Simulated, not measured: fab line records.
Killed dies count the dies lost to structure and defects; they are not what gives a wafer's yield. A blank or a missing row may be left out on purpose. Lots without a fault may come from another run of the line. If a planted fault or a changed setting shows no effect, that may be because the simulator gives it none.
fab line records / flow n5Finfet
[record] lots = 7 wafers = 39
route steps=1938 shown FIN_SAQP@102 DUMMY_GATE@228 SPACER0@258 HKMG_FIN@435 BEOL_M4@1111
startH: hours from the record's opening day to when the first of the lot's shown wafers began / waitH: how many hours have passed since the lot's step before this one / " the same as in the row above / L1.1+2: several wafers, shown together as one row / - no value, or no start was given / * or withheld: withheld / < > ~ a bound
route shown NAME@n: NAME is a module with steps in the file, n the number in the route of the first one / usual: mean/standard deviation taken from wafers without a fault / same: alike in all rows / chamber/n: place in a boat / sites: the reading at each site / _std_site: standard deviation across them / _edge_site: inner sites' mean taken away from outer sites' mean / radiusMm: how far each site lies from the wafer's centre / mask NAME#n: copy n / behind: the most recent tool/chamber to have shaped the wafer / hold: cause of the lot's hold/its duration in hours/its outcome / device: the n, p or np transistor that did not switch / end of line: the same wafers' tests at the end of the route / a step with no rows: only its recipe / killed: count of dies lost to structure and defects at first sort (not the wafer's yield) / map: per-die view of a wafer (x killed, . not killed, _ where there is no die)
set.NAME: the setting that was run; set.NAME@STEP: the one run at that earlier step / model.NAME: the simulator's own value behind a step, which no gauge read
lots where settings were altered on purpose, with a table for each step and a row for each wafer
[[steps]]
[step N5_FIN_SAQP_HM_DEP_72]
[recipe] material = SiO2 targetThkA = 120 tempC = 400 precursor = SiH4/N2O pressureTorr = 0.75 rfW = 275 timeS = 7.2
[step N5_FIN_SAQP_FIN_ETCH_36]
[recipe] chemistry = HBr/Cl2/O2 targetDepthA = 1200 maskMaterial = SiNx timeS = 50.4 biasW = 102 pressureMtorr = 10 icpW = 800 HBr_flow_sccm = 150 Cl2_flow_sccm = 80 O2_flow_sccm = 12
[step N5_DUMMY_GATE_EXPOSE_12]
[recipe] maskId = GATE na = 0.33 sourceShape = annular sigmaInner = 0.2 sigmaOuter = 0.6 polarization = unpolarized targetCdNm = 25 doseMj = 34
[step N5_DUMMY_GATE_ETCH_37]
[recipe] chemistry = N2/H2 target = SOC targetDepthA = 600 overetchA = 300 tempC = 40 ionEnergyEv = 200 pressureMtorr = 30 sourceW = 840 biasW = 150 n2FlowSccm = 200 h2FlowSccm = 200
[step N5_SPACER0_ALD_07]
[recipe] material = SiNx targetThkA = 20 tempC = 400 aldPrecursorFamily = SiH2I2 aldCoReactant = N2/H2-plasma pressureTorr = 2
[step N5_SPACER0_ALD_00]
[recipe] material = SiOCN targetThkA = 35 tempC = 400 aldPrecursorFamily = alkyl-aminosilane aldCoReactant = O2/N2-plasma pulseTimeS = 3 purgeTimeS = 2 coReactantPurgeTimeS = 2 aldCycles = 58 pressureTorr = 2
[step N5_HKMG_FIN_ETCH_32]
[recipe] chemistry = N2/H2 target = SOC targetDepthA = 2400 tempC = 40 timeS = 300 ionEnergyEv = 200 maskMaterial = SiARC pressureMtorr = 30 sourceW = 840 biasW = 150 n2FlowSccm = 200 h2FlowSccm = 200
[step N5_BEOL_M4_RC_MEAS_101]
[usual] ION_P = 461/6.9 REXT_N = 75.1/1.5 REXT_P = 101.1/2.9 VT_P_LVT = -99.1/2.8
lot.wafer=L074.1 tool=prober-02 chamber=0 startH=179.89 waitH=0.0 set.timeS@FIN_SAQP_HM_DEP_72=8.127 set.icpW@FIN_SAQP_FIN_ETCH_36=800 set.doseMj@DUMMY_GATE_EXPOSE_12=34 set.sourceW@DUMMY_GATE_ETCH_37=840 set.targetThkA@SPACER0_ALD_07=17.3 set.aldCycles@SPACER0_ALD_00=58 set.h2FlowSccm@HKMG_FIN_ETCH_32=191.3 ION_P[uA/um]=446 REXT_N[ohm.um]=73.2 REXT_P[ohm.um]=99.7 VT_P_LVT[mV]=-101.8
lot.wafer=L074.2 tool=prober-02 chamber=0 startH=179.89 waitH=0.0 set.timeS@FIN_SAQP_HM_DEP_72=8.127 set.icpW@FIN_SAQP_FIN_ETCH_36=756.4 set.doseMj@DUMMY_GATE_EXPOSE_12=34 set.sourceW@DUMMY_GATE_ETCH_37=840 set.targetThkA@SPACER0_ALD_07=20 set.aldCycles@SPACER0_ALD_00=58 set.h2FlowSccm@HKMG_FIN_ETCH_32=200 ION_P[uA/um]=453 REXT_N[ohm.um]=75.9 REXT_P[ohm.um]=104.5 VT_P_LVT[mV]=-105.2
lot.wafer=L074.3 tool=prober-02 chamber=0 startH=179.89 waitH=0.0 set.timeS@FIN_SAQP_HM_DEP_72=7.2 set.icpW@FIN_SAQP_FIN_ETCH_36=756.4 set.doseMj@DUMMY_GATE_EXPOSE_12=34 set.sourceW@DUMMY_GATE_ETCH_37=840 set.targetThkA@SPACER0_ALD_07=20 set.aldCycles@SPACER0_ALD_00=58 set.h2FlowSccm@HKMG_FIN_ETCH_32=191.3 ION_P[uA/um]=457 REXT_N[ohm.um]=75.0 REXT_P[ohm.um]=102.9 VT_P_LVT[mV]=-103.4
lot.wafer=L074.4 tool=prober-02 chamber=0 startH=179.89 waitH=0.0 set.timeS@FIN_SAQP_HM_DEP_72=7.2 set.icpW@FIN_SAQP_FIN_ETCH_36=800 set.doseMj@DUMMY_GATE_EXPOSE_12=34 set.sourceW@DUMMY_GATE_ETCH_37=840 set.targetThkA@SPACER0_ALD_07=20 set.aldCycles@SPACER0_ALD_00=58 set.h2FlowSccm@HKMG_FIN_ETCH_32=191.3 ION_P[uA/um]=455 REXT_N[ohm.um]=75.4 REXT_P[ohm.um]=103.1 VT_P_LVT[mV]=-104.1
lot.wafer=L074.5 tool=prober-02 chamber=0 startH=179.89 waitH=0.0 set.timeS@FIN_SAQP_HM_DEP_72=7.2 set.icpW@FIN_SAQP_FIN_ETCH_36=756.4 set.doseMj@DUMMY_GATE_EXPOSE_12=34 set.sourceW@DUMMY_GATE_ETCH_37=840 set.targetThkA@SPACER0_ALD_07=17.3 set.aldCycles@SPACER0_ALD_00=58 set.h2FlowSccm@HKMG_FIN_ETCH_32=200 ION_P[uA/um]=454 REXT_N[ohm.um]=73.4 REXT_P[ohm.um]=99.8 VT_P_LVT[mV]=-101.9
lot.wafer=L074.6 tool=prober-02 chamber=0 startH=179.89 waitH=0.0 set.timeS@FIN_SAQP_HM_DEP_72=8.127 set.icpW@FIN_SAQP_FIN_ETCH_36=800 set.doseMj@DUMMY_GATE_EXPOSE_12=34 set.sourceW@DUMMY_GATE_ETCH_37=840 set.targetThkA@SPACER0_ALD_07=17.3 set.aldCycles@SPACER0_ALD_00=58 set.h2FlowSccm@HKMG_FIN_ETCH_32=200 ION_P[uA/um]=458 REXT_N[ohm.um]=73.2 REXT_P[ohm.um]=100.6 VT_P_LVT[mV]=-101.3
lot.wafer=L075.1 tool=prober-02 chamber=0 startH=185.25 waitH=0.0 set.timeS@FIN_SAQP_HM_DEP_72=7.2 set.icpW@FIN_SAQP_FIN_ETCH_36=800 set.doseMj@DUMMY_GATE_EXPOSE_12=34 set.sourceW@DUMMY_GATE_ETCH_37=840 set.targetThkA@SPACER0_ALD_07=20 set.aldCycles@SPACER0_ALD_00=58 set.h2FlowSccm@HKMG_FIN_ETCH_32=200 ION_P[uA/um]=468 REXT_N[ohm.um]=72.7 REXT_P[ohm.um]=102.4 VT_P_LVT[mV]=-98.9
lot.wafer=L075.3 tool=prober-02 chamber=0 startH=185.25 waitH=0.0 set.timeS@FIN_SAQP_HM_DEP_72=7.2 set.icpW@FIN_SAQP_FIN_ETCH_36=800 set.doseMj@DUMMY_GATE_EXPOSE_12=34 set.sourceW@DUMMY_GATE_ETCH_37=840 set.targetThkA@SPACER0_ALD_07=20 set.aldCycles@SPACER0_ALD_00=58 set.h2FlowSccm@HKMG_FIN_ETCH_32=200 ION_P[uA/um]=458 REXT_N[ohm.um]=73.3 REXT_P[ohm.um]=102.9 VT_P_LVT[mV]=-98.8
lot.wafer=L075.5 tool=prober-02 chamber=0 startH=185.25 waitH=0.0 set.timeS@FIN_SAQP_HM_DEP_72=7.2 set.icpW@FIN_SAQP_FIN_ETCH_36=800 set.doseMj@DUMMY_GATE_EXPOSE_12=34 set.sourceW@DUMMY_GATE_ETCH_37=840 set.targetThkA@SPACER0_ALD_07=20 set.aldCycles@SPACER0_ALD_00=58 set.h2FlowSccm@HKMG_FIN_ETCH_32=200 ION_P[uA/um]=454 REXT_N[ohm.um]=73.0 REXT_P[ohm.um]=102.5 VT_P_LVT[mV]=-101.7
lot.wafer=L079.1 tool=prober-02 chamber=0 startH=214.31 waitH=0.0 set.timeS@FIN_SAQP_HM_DEP_72=7.888 set.icpW@FIN_SAQP_FIN_ETCH_36=935.6 set.doseMj@DUMMY_GATE_EXPOSE_12=34.79 set.sourceW@DUMMY_GATE_ETCH_37=840 set.targetThkA@SPACER0_ALD_07=21.91 set.aldCycles@SPACER0_ALD_00=58 set.h2FlowSccm@HKMG_FIN_ETCH_32=191.6 ION_P[uA/um]=460 REXT_N[ohm.um]=73.7 REXT_P[ohm.um]=106.3 VT_P_LVT[mV]=-94.5
lot.wafer=L079.2 tool=prober-02 chamber=0 startH=214.31 waitH=0.0 set.timeS@FIN_SAQP_HM_DEP_72=7.2 set.icpW@FIN_SAQP_FIN_ETCH_36=800 set.doseMj@DUMMY_GATE_EXPOSE_12=34 set.sourceW@DUMMY_GATE_ETCH_37=840 set.targetThkA@SPACER0_ALD_07=20 set.aldCycles@SPACER0_ALD_00=58 set.h2FlowSccm@HKMG_FIN_ETCH_32=191.6 ION_P[uA/um]=472 REXT_N[ohm.um]=71.6 REXT_P[ohm.um]=101.9 VT_P_LVT[mV]=-95.1
lot.wafer=L079.3 tool=prober-02 chamber=0 startH=214.31 waitH=0.0 set.timeS@FIN_SAQP_HM_DEP_72=7.888 set.icpW@FIN_SAQP_FIN_ETCH_36=800 set.doseMj@DUMMY_GATE_EXPOSE_12=34 set.sourceW@DUMMY_GATE_ETCH_37=995.4 set.targetThkA@SPACER0_ALD_07=21.91 set.aldCycles@SPACER0_ALD_00=58 set.h2FlowSccm@HKMG_FIN_ETCH_32=200 ION_P[uA/um]=462 REXT_N[ohm.um]=73.6 REXT_P[ohm.um]=105.9 VT_P_LVT[mV]=-94.5
lot.wafer=L079.4 tool=prober-02 chamber=0 startH=214.31 waitH=0.0 set.timeS@FIN_SAQP_HM_DEP_72=7.2 set.icpW@FIN_SAQP_FIN_ETCH_36=935.6 set.doseMj@DUMMY_GATE_EXPOSE_12=34 set.sourceW@DUMMY_GATE_ETCH_37=995.4 set.targetThkA@SPACER0_ALD_07=21.91 set.aldCycles@SPACER0_ALD_00=58 set.h2FlowSccm@HKMG_FIN_ETCH_32=200 ION_P[uA/um]=462 REXT_N[ohm.um]=74.3 REXT_P[ohm.um]=105.9 VT_P_LVT[mV]=-95.7
lot.wafer=L079.5 tool=prober-02 chamber=0 startH=214.31 waitH=0.0 set.timeS@FIN_SAQP_HM_DEP_72=7.888 set.icpW@FIN_SAQP_FIN_ETCH_36=800 set.doseMj@DUMMY_GATE_EXPOSE_12=34.79 set.sourceW@DUMMY_GATE_ETCH_37=995.4 set.targetThkA@SPACER0_ALD_07=20 set.aldCycles@SPACER0_ALD_00=58 set.h2FlowSccm@HKMG_FIN_ETCH_32=191.6 ION_P[uA/um]=471 REXT_N[ohm.um]=71.4 REXT_P[ohm.um]=103.8 VT_P_LVT[mV]=-89.9
lot.wafer=L079.6 tool=prober-02 chamber=0 startH=214.31 waitH=0.0 set.timeS@FIN_SAQP_HM_DEP_72=7.2 set.icpW@FIN_SAQP_FIN_ETCH_36=935.6 set.doseMj@DUMMY_GATE_EXPOSE_12=34.79 set.sourceW@DUMMY_GATE_ETCH_37=840 set.targetThkA@SPACER0_ALD_07=20 set.aldCycles@SPACER0_ALD_00=58 set.h2FlowSccm@HKMG_FIN_ETCH_32=200 ION_P[uA/um]=462 REXT_N[ohm.um]=72.0 REXT_P[ohm.um]=104.1 VT_P_LVT[mV]=-93.9
lot.wafer=L080.1 tool=prober-01 chamber=0 startH=220.92 waitH=0.0 set.timeS@FIN_SAQP_HM_DEP_72=7.2 set.icpW@FIN_SAQP_FIN_ETCH_36=800 set.doseMj@DUMMY_GATE_EXPOSE_12=34 set.sourceW@DUMMY_GATE_ETCH_37=890.9 set.targetThkA@SPACER0_ALD_07=20 set.aldCycles@SPACER0_ALD_00=58 set.h2FlowSccm@HKMG_FIN_ETCH_32=200 ION_P[uA/um]=460 REXT_N[ohm.um]=75.9 REXT_P[ohm.um]=98.8 VT_P_LVT[mV]=-100.7
lot.wafer=L080.2 tool=prober-01 chamber=0 startH=220.92 waitH=0.0 set.timeS@FIN_SAQP_HM_DEP_72=7.2 set.icpW@FIN_SAQP_FIN_ETCH_36=871.5 set.doseMj@DUMMY_GATE_EXPOSE_12=34 set.sourceW@DUMMY_GATE_ETCH_37=840 set.targetThkA@SPACER0_ALD_07=23.08 set.aldCycles@SPACER0_ALD_00=64 set.h2FlowSccm@HKMG_FIN_ETCH_32=195.3 ION_P[uA/um]=434 REXT_N[ohm.um]=84.2 REXT_P[ohm.um]=109.1 VT_P_LVT[mV]=-110.4
lot.wafer=L080.3 tool=prober-01 chamber=0 startH=220.92 waitH=0.0 set.timeS@FIN_SAQP_HM_DEP_72=6.564 set.icpW@FIN_SAQP_FIN_ETCH_36=800 set.doseMj@DUMMY_GATE_EXPOSE_12=34 set.sourceW@DUMMY_GATE_ETCH_37=840 set.targetThkA@SPACER0_ALD_07=20 set.aldCycles@SPACER0_ALD_00=64 set.h2FlowSccm@HKMG_FIN_ETCH_32=195.3 ION_P[uA/um]=438 REXT_N[ohm.um]=80.6 REXT_P[ohm.um]=103.7 VT_P_LVT[mV]=-105.9
lot.wafer=L080.4 tool=prober-01 chamber=0 startH=220.92 waitH=0.0 set.timeS@FIN_SAQP_HM_DEP_72=7.2 set.icpW@FIN_SAQP_FIN_ETCH_36=871.5 set.doseMj@DUMMY_GATE_EXPOSE_12=34 set.sourceW@DUMMY_GATE_ETCH_37=890.9 set.targetThkA@SPACER0_ALD_07=23.08 set.aldCycles@SPACER0_ALD_00=58 set.h2FlowSccm@HKMG_FIN_ETCH_32=195.3 ION_P[uA/um]=450 REXT_N[ohm.um]=78.6 REXT_P[ohm.um]=102.9 VT_P_LVT[mV]=-103.2
lot.wafer=L080.5 tool=prober-01 chamber=0 startH=220.92 waitH=0.0 set.timeS@FIN_SAQP_HM_DEP_72=6.564 set.icpW@FIN_SAQP_FIN_ETCH_36=800 set.doseMj@DUMMY_GATE_EXPOSE_12=34 set.sourceW@DUMMY_GATE_ETCH_37=840 set.targetThkA@SPACER0_ALD_07=23.08 set.aldCycles@SPACER0_ALD_00=58 set.h2FlowSccm@HKMG_FIN_ETCH_32=200 ION_P[uA/um]=454 REXT_N[ohm.um]=80.1 REXT_P[ohm.um]=102.5 VT_P_LVT[mV]=-102.9
lot.wafer=L080.6 tool=prober-01 chamber=0 startH=220.92 waitH=0.0 set.timeS@FIN_SAQP_HM_DEP_72=6.564 set.icpW@FIN_SAQP_FIN_ETCH_36=871.5 set.doseMj@DUMMY_GATE_EXPOSE_12=34 set.sourceW@DUMMY_GATE_ETCH_37=890.9 set.targetThkA@SPACER0_ALD_07=20 set.aldCycles@SPACER0_ALD_00=64 set.h2FlowSccm@HKMG_FIN_ETCH_32=200 ION_P[uA/um]=445 REXT_N[ohm.um]=80.9 REXT_P[ohm.um]=104.8 VT_P_LVT[mV]=-102.8
lot.wafer=L081.1 tool=prober-02 chamber=0 startH=223.57 waitH=0.0 set.timeS@FIN_SAQP_HM_DEP_72=7.2 set.icpW@FIN_SAQP_FIN_ETCH_36=742.2 set.doseMj@DUMMY_GATE_EXPOSE_12=34 set.sourceW@DUMMY_GATE_ETCH_37=840 set.targetThkA@SPACER0_ALD_07=20 set.aldCycles@SPACER0_ALD_00=58 set.h2FlowSccm@HKMG_FIN_ETCH_32=209.2 ION_P[uA/um]=445 REXT_N[ohm.um]=75.9 REXT_P[ohm.um]=105.6 VT_P_LVT[mV]=-97.9
lot.wafer=L081.2 tool=prober-02 chamber=0 startH=223.57 waitH=0.0 set.timeS@FIN_SAQP_HM_DEP_72=7.2 set.icpW@FIN_SAQP_FIN_ETCH_36=800 set.doseMj@DUMMY_GATE_EXPOSE_12=34 set.sourceW@DUMMY_GATE_ETCH_37=840 set.targetThkA@SPACER0_ALD_07=18.64 set.aldCycles@SPACER0_ALD_00=58 set.h2FlowSccm@HKMG_FIN_ETCH_32=200 ION_P[uA/um]=463 REXT_N[ohm.um]=75.7 REXT_P[ohm.um]=103.0 VT_P_LVT[mV]=-93.3
lot.wafer=L081.3 tool=prober-02 chamber=0 startH=223.57 waitH=0.0 set.timeS@FIN_SAQP_HM_DEP_72=7.2 set.icpW@FIN_SAQP_FIN_ETCH_36=742.2 set.doseMj@DUMMY_GATE_EXPOSE_12=34.76 set.sourceW@DUMMY_GATE_ETCH_37=840 set.targetThkA@SPACER0_ALD_07=20 set.aldCycles@SPACER0_ALD_00=58 set.h2FlowSccm@HKMG_FIN_ETCH_32=200 ION_P[uA/um]=470 REXT_N[ohm.um]=76.4 REXT_P[ohm.um]=104.6 VT_P_LVT[mV]=-95.0
lot.wafer=L081.4 tool=prober-02 chamber=0 startH=223.57 waitH=0.0 set.timeS@FIN_SAQP_HM_DEP_72=7.2 set.icpW@FIN_SAQP_FIN_ETCH_36=742.2 set.doseMj@DUMMY_GATE_EXPOSE_12=34.76 set.sourceW@DUMMY_GATE_ETCH_37=682.5 set.targetThkA@SPACER0_ALD_07=18.64 set.aldCycles@SPACER0_ALD_00=58 set.h2FlowSccm@HKMG_FIN_ETCH_32=200 ION_P[uA/um]=464 REXT_N[ohm.um]=74.9 REXT_P[ohm.um]=103.2 VT_P_LVT[mV]=-93.8
lot.wafer=L081.5 tool=prober-02 chamber=0 startH=223.57 waitH=0.0 set.timeS@FIN_SAQP_HM_DEP_72=7.2 set.icpW@FIN_SAQP_FIN_ETCH_36=800 set.doseMj@DUMMY_GATE_EXPOSE_12=34 set.sourceW@DUMMY_GATE_ETCH_37=682.5 set.targetThkA@SPACER0_ALD_07=20 set.aldCycles@SPACER0_ALD_00=58 set.h2FlowSccm@HKMG_FIN_ETCH_32=209.2 ION_P[uA/um]=451 REXT_N[ohm.um]=75.8 REXT_P[ohm.um]=105.8 VT_P_LVT[mV]=-97.5
lot.wafer=L081.6 tool=prober-02 chamber=0 startH=223.57 waitH=0.0 set.timeS@FIN_SAQP_HM_DEP_72=7.2 set.icpW@FIN_SAQP_FIN_ETCH_36=800 set.doseMj@DUMMY_GATE_EXPOSE_12=34.76 set.sourceW@DUMMY_GATE_ETCH_37=682.5 set.targetThkA@SPACER0_ALD_07=18.64 set.aldCycles@SPACER0_ALD_00=58 set.h2FlowSccm@HKMG_FIN_ETCH_32=209.2 ION_P[uA/um]=456 REXT_N[ohm.um]=73.9 REXT_P[ohm.um]=102.6 VT_P_LVT[mV]=-94.0
lot.wafer=L086.1 tool=prober-01 chamber=0 startH=249.65 waitH=0.0 set.timeS@FIN_SAQP_HM_DEP_72=6.262 set.icpW@FIN_SAQP_FIN_ETCH_36=951.9 set.doseMj@DUMMY_GATE_EXPOSE_12=35.7 set.sourceW@DUMMY_GATE_ETCH_37=951.7 set.targetThkA@SPACER0_ALD_07=20 set.aldCycles@SPACER0_ALD_00=58 set.h2FlowSccm@HKMG_FIN_ETCH_32=200 ION_P[uA/um]=461 REXT_N[ohm.um]=72.9 REXT_P[ohm.um]=94.3 VT_P_LVT[mV]=-98.1
lot.wafer=L086.2 tool=prober-01 chamber=0 startH=249.65 waitH=0.0 set.timeS@FIN_SAQP_HM_DEP_72=6.262 set.icpW@FIN_SAQP_FIN_ETCH_36=800 set.doseMj@DUMMY_GATE_EXPOSE_12=35.7 set.sourceW@DUMMY_GATE_ETCH_37=840 set.targetThkA@SPACER0_ALD_07=20.93 set.aldCycles@SPACER0_ALD_00=67 set.h2FlowSccm@HKMG_FIN_ETCH_32=189.9 ION_P[uA/um]=437 REXT_N[ohm.um]=82.4 REXT_P[ohm.um]=104.1 VT_P_LVT[mV]=-105.0
lot.wafer=L086.3 tool=prober-01 chamber=0 startH=249.65 waitH=0.0 set.timeS@FIN_SAQP_HM_DEP_72=6.262 set.icpW@FIN_SAQP_FIN_ETCH_36=800 set.doseMj@DUMMY_GATE_EXPOSE_12=34 set.sourceW@DUMMY_GATE_ETCH_37=951.7 set.targetThkA@SPACER0_ALD_07=20.93 set.aldCycles@SPACER0_ALD_00=58 set.h2FlowSccm@HKMG_FIN_ETCH_32=189.9 ION_P[uA/um]=460 REXT_N[ohm.um]=74.2 REXT_P[ohm.um]=96.3 VT_P_LVT[mV]=-104.5
lot.wafer=L086.4 tool=prober-01 chamber=0 startH=249.65 waitH=0.0 set.timeS@FIN_SAQP_HM_DEP_72=7.2 set.icpW@FIN_SAQP_FIN_ETCH_36=951.9 set.doseMj@DUMMY_GATE_EXPOSE_12=34 set.sourceW@DUMMY_GATE_ETCH_37=951.7 set.targetThkA@SPACER0_ALD_07=20.93 set.aldCycles@SPACER0_ALD_00=67 set.h2FlowSccm@HKMG_FIN_ETCH_32=200 ION_P[uA/um]=448 REXT_N[ohm.um]=82.5 REXT_P[ohm.um]=104.8 VT_P_LVT[mV]=-104.7
lot.wafer=L086.5 tool=prober-01 chamber=0 startH=249.65 waitH=0.0 set.timeS@FIN_SAQP_HM_DEP_72=7.2 set.icpW@FIN_SAQP_FIN_ETCH_36=951.9 set.doseMj@DUMMY_GATE_EXPOSE_12=35.7 set.sourceW@DUMMY_GATE_ETCH_37=840 set.targetThkA@SPACER0_ALD_07=20 set.aldCycles@SPACER0_ALD_00=58 set.h2FlowSccm@HKMG_FIN_ETCH_32=189.9 ION_P[uA/um]=462 REXT_N[ohm.um]=73.8 REXT_P[ohm.um]=95.9 VT_P_LVT[mV]=-101.2
lot.wafer=L086.6 tool=prober-01 chamber=0 startH=249.65 waitH=0.0 set.timeS@FIN_SAQP_HM_DEP_72=7.2 set.icpW@FIN_SAQP_FIN_ETCH_36=800 set.doseMj@DUMMY_GATE_EXPOSE_12=34 set.sourceW@DUMMY_GATE_ETCH_37=840 set.targetThkA@SPACER0_ALD_07=20 set.aldCycles@SPACER0_ALD_00=67 set.h2FlowSccm@HKMG_FIN_ETCH_32=200 ION_P[uA/um]=435 REXT_N[ohm.um]=80.5 REXT_P[ohm.um]=103.1 VT_P_LVT[mV]=-107.4
lot.wafer=L089.1 tool=prober-01 chamber=0 startH=263.93 waitH=0.0 set.timeS@FIN_SAQP_HM_DEP_72=6.869 set.icpW@FIN_SAQP_FIN_ETCH_36=800 set.doseMj@DUMMY_GATE_EXPOSE_12=34.73 set.sourceW@DUMMY_GATE_ETCH_37=906.6 set.targetThkA@SPACER0_ALD_07=20 set.aldCycles@SPACER0_ALD_00=67 set.h2FlowSccm@HKMG_FIN_ETCH_32=200 ION_P[uA/um]=437 REXT_N[ohm.um]=82.2 REXT_P[ohm.um]=107.0 VT_P_LVT[mV]=-106.3
lot.wafer=L089.2 tool=prober-01 chamber=0 startH=263.93 waitH=0.0 set.timeS@FIN_SAQP_HM_DEP_72=7.2 set.icpW@FIN_SAQP_FIN_ETCH_36=874.9 set.doseMj@DUMMY_GATE_EXPOSE_12=34.73 set.sourceW@DUMMY_GATE_ETCH_37=906.6 set.targetThkA@SPACER0_ALD_07=21.08 set.aldCycles@SPACER0_ALD_00=58 set.h2FlowSccm@HKMG_FIN_ETCH_32=200 ION_P[uA/um]=464 REXT_N[ohm.um]=76.6 REXT_P[ohm.um]=100.8 VT_P_LVT[mV]=-100.3
lot.wafer=L089.3 tool=prober-01 chamber=0 startH=263.93 waitH=0.0 set.timeS@FIN_SAQP_HM_DEP_72=6.869 set.icpW@FIN_SAQP_FIN_ETCH_36=800 set.doseMj@DUMMY_GATE_EXPOSE_12=34 set.sourceW@DUMMY_GATE_ETCH_37=840 set.targetThkA@SPACER0_ALD_07=20 set.aldCycles@SPACER0_ALD_00=58 set.h2FlowSccm@HKMG_FIN_ETCH_32=200 ION_P[uA/um]=463 REXT_N[ohm.um]=75.5 REXT_P[ohm.um]=99.7 VT_P_LVT[mV]=-101.7
lot.wafer=L089.4 tool=prober-01 chamber=0 startH=263.93 waitH=0.0 set.timeS@FIN_SAQP_HM_DEP_72=7.2 set.icpW@FIN_SAQP_FIN_ETCH_36=800 set.doseMj@DUMMY_GATE_EXPOSE_12=34.73 set.sourceW@DUMMY_GATE_ETCH_37=840 set.targetThkA@SPACER0_ALD_07=21.08 set.aldCycles@SPACER0_ALD_00=67 set.h2FlowSccm@HKMG_FIN_ETCH_32=200 ION_P[uA/um]=435 REXT_N[ohm.um]=82.9 REXT_P[ohm.um]=108.3 VT_P_LVT[mV]=-107.5
lot.wafer=L089.5 tool=prober-01 chamber=0 startH=263.93 waitH=0.0 set.timeS@FIN_SAQP_HM_DEP_72=6.869 set.icpW@FIN_SAQP_FIN_ETCH_36=874.9 set.doseMj@DUMMY_GATE_EXPOSE_12=34 set.sourceW@DUMMY_GATE_ETCH_37=840 set.targetThkA@SPACER0_ALD_07=21.08 set.aldCycles@SPACER0_ALD_00=67 set.h2FlowSccm@HKMG_FIN_ETCH_32=200 ION_P[uA/um]=444 REXT_N[ohm.um]=82.8 REXT_P[ohm.um]=107.6 VT_P_LVT[mV]=-108.1
lot.wafer=L089.6 tool=prober-01 chamber=0 startH=263.93 waitH=0.0 set.timeS@FIN_SAQP_HM_DEP_72=7.2 set.icpW@FIN_SAQP_FIN_ETCH_36=874.9 set.doseMj@DUMMY_GATE_EXPOSE_12=34 set.sourceW@DUMMY_GATE_ETCH_37=906.6 set.targetThkA@SPACER0_ALD_07=20 set.aldCycles@SPACER0_ALD_00=58 set.h2FlowSccm@HKMG_FIN_ETCH_32=200 ION_P[uA/um]=469 REXT_N[ohm.um]=74.7 REXT_P[ohm.um]=98.6 VT_P_LVT[mV]=-98.4
[[key]]
[split] step = N5_FIN_SAQP_HM_DEP_72 setting = timeS statedAs = 7.2
response none clear
[split] step = N5_FIN_SAQP_FIN_ETCH_36 setting = icpW statedAs = 800
response none clear
[split] step = N5_DUMMY_GATE_EXPOSE_12 setting = doseMj statedAs = 34
response none clear
[split] step = N5_DUMMY_GATE_ETCH_37 setting = sourceW statedAs = 840
response none clear
[split] step = N5_SPACER0_ALD_07 setting = targetThkA statedAs = 20
[response] step = N5_BEOL_M4_RC_MEAS_101 reading = REXT_P slope = +0.274 per = 1% togetherWith = all explained = 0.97
[response] step = N5_BEOL_M4_RC_MEAS_101 reading = REXT_N slope = +0.2 per = 1% togetherWith = all explained = 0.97
[split] step = N5_SPACER0_ALD_00 setting = aldCycles statedAs = 58
[response] step = N5_BEOL_M4_RC_MEAS_101 reading = REXT_P slope = +0.513 per = 1% togetherWith = all explained = 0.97
[response] step = N5_BEOL_M4_RC_MEAS_101 reading = REXT_N slope = +0.468 per = 1% togetherWith = all explained = 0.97
[response] step = N5_BEOL_M4_RC_MEAS_101 reading = ION_P slope = -1.47 per = 1% togetherWith = all explained = 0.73
[response] step = N5_BEOL_M4_RC_MEAS_101 reading = VT_P_LVT slope = -0.337 per = 1% togetherWith = all explained = 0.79
[split] step = N5_HKMG_FIN_ETCH_32 setting = h2FlowSccm statedAs = 200
response none clear
